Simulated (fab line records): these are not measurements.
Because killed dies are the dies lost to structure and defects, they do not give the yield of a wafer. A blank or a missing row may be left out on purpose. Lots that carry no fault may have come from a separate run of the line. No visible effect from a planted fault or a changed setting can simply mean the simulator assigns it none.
3 desks, one fault + flow n5 finfet + each desk has only its own numbers; what lay behind them comes last

== THE DEFECT DESK ==
For each lot, the counts of the inspections along the route, averaged over the sampled wafers that have a number. If a lot's mean is further than 4 standard deviations from the usual mean, the lot is out of limits and carries the mark OUT (the distance appears in the brackets).
Columns: A = raw defect count at N5_BEOL_M5_INSPECT_30, usual 388
| lot  | first seen here | A   |
|------|-----------------|-----|
| L476 | day 8 16:07     | 418 |
| L479 | day 8 17:38     | 297 |
| L480 | day 9 07:28     | 397 |
| L481 | day 9 07:58     | 399 |
| L482 | day 9 16:44     | 626 |
| L489 | day 12 03:04    | 377 |
| L491 | day 12 08:30    | 364 |
| L493 | day 12 12:58    | 334 |
| L497 | day 13 11:37    | 383 |
| L498 | day 13 21:16    | 383 |
| L499 | day 14 02:28    | 290 |
This desk's verdict: no lot among the 11 shows anything out of limits.

== THE METROLOGY DESK ==
What the gauges read, lot by lot, whatever tool the lot ran on: means of the sampled wafers that have a number. If a lot's mean is further than 4 standard deviations from the usual mean, the lot is out of limits and carries the mark OUT (the distance appears in the brackets).
Columns: A = cd nm at N5_BEOL_M5_CD_MEAS_28, usual 30.64 nm
| lot  | first seen here | A     |
|------|-----------------|-------|
| L476 | day 8 16:02     | 30.86 |
| L479 | day 8 17:33     | 30.81 |
| L480 | day 9 07:23     | 30.79 |
| L481 | day 9 07:53     | 30.40 |
| L482 | day 9 16:40     | 30.68 |
| L489 | day 12 02:59    | 30.69 |
| L491 | day 12 08:25    | 30.55 |
| L493 | day 12 12:53    | 30.63 |
| L497 | day 13 11:31    | 30.50 |
| L498 | day 13 21:11    | 30.99 |
| L499 | day 14 02:23    | 30.68 |
This desk's verdict: no lot among the 11 shows anything out of limits.

== DESK OF THE TOOL OWNER: litho track-02 ==
The tool's own readings at N5_BEOL_M5_COAT_74 (time 60 s, resist thk 5 nm): means of the sampled wafers that have a number, for each lot that ran on this tool. If a lot's mean is further than 4 standard deviations from the usual mean, the lot is out of limits and carries the mark OUT (the distance appears in the brackets).
Columns: A = spin speed rpm at N5_BEOL_M5_COAT_74, usual 1499.9 rpm
| lot  | first seen here | A                        |
|------|-----------------|--------------------------|
| L476 | day 8 15:38     | 1498.4                   |
| L481 | day 9 07:35     | 1500.2                   |
| L482 | day 9 16:16     | 1499.8                   |
| L491 | day 12 08:08    | 1605.8 (+99 or more) OUT |
| L493 | day 12 12:29    | 1604.1 (+99 or more) OUT |
This desk's verdict: out of limits on L491, L493, starting with L491 at day 12 08:08 (spin speed rpm at N5_BEOL_M5_COAT_74). L476, L481, L482 stayed within limits.

== ALL TOGETHER ==
On L491, L493, at day 12 08:08, an alarm was possible from the tool owner's desk.
Nothing out of limits was seen by the defect desk.
From the metrology desk's view, nothing was out of limits.
The defect desk has L491, L493 on record, within its limits.
The metrology desk has L491, L493 on record, within its limits.
N5_BEOL_M5_COAT_74 was run on litho track-02 by each of the lots named.

== WHAT THE SIMULATOR HAD PUT IN ==
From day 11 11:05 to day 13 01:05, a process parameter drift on litho track-02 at N5_BEOL_M5_COAT_74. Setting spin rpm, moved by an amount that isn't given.
Lots struck among those shown: L491, L493.
Time in hours from fault onset to the first out-of-limits reading at each desk: the tool owner's desk, 21.
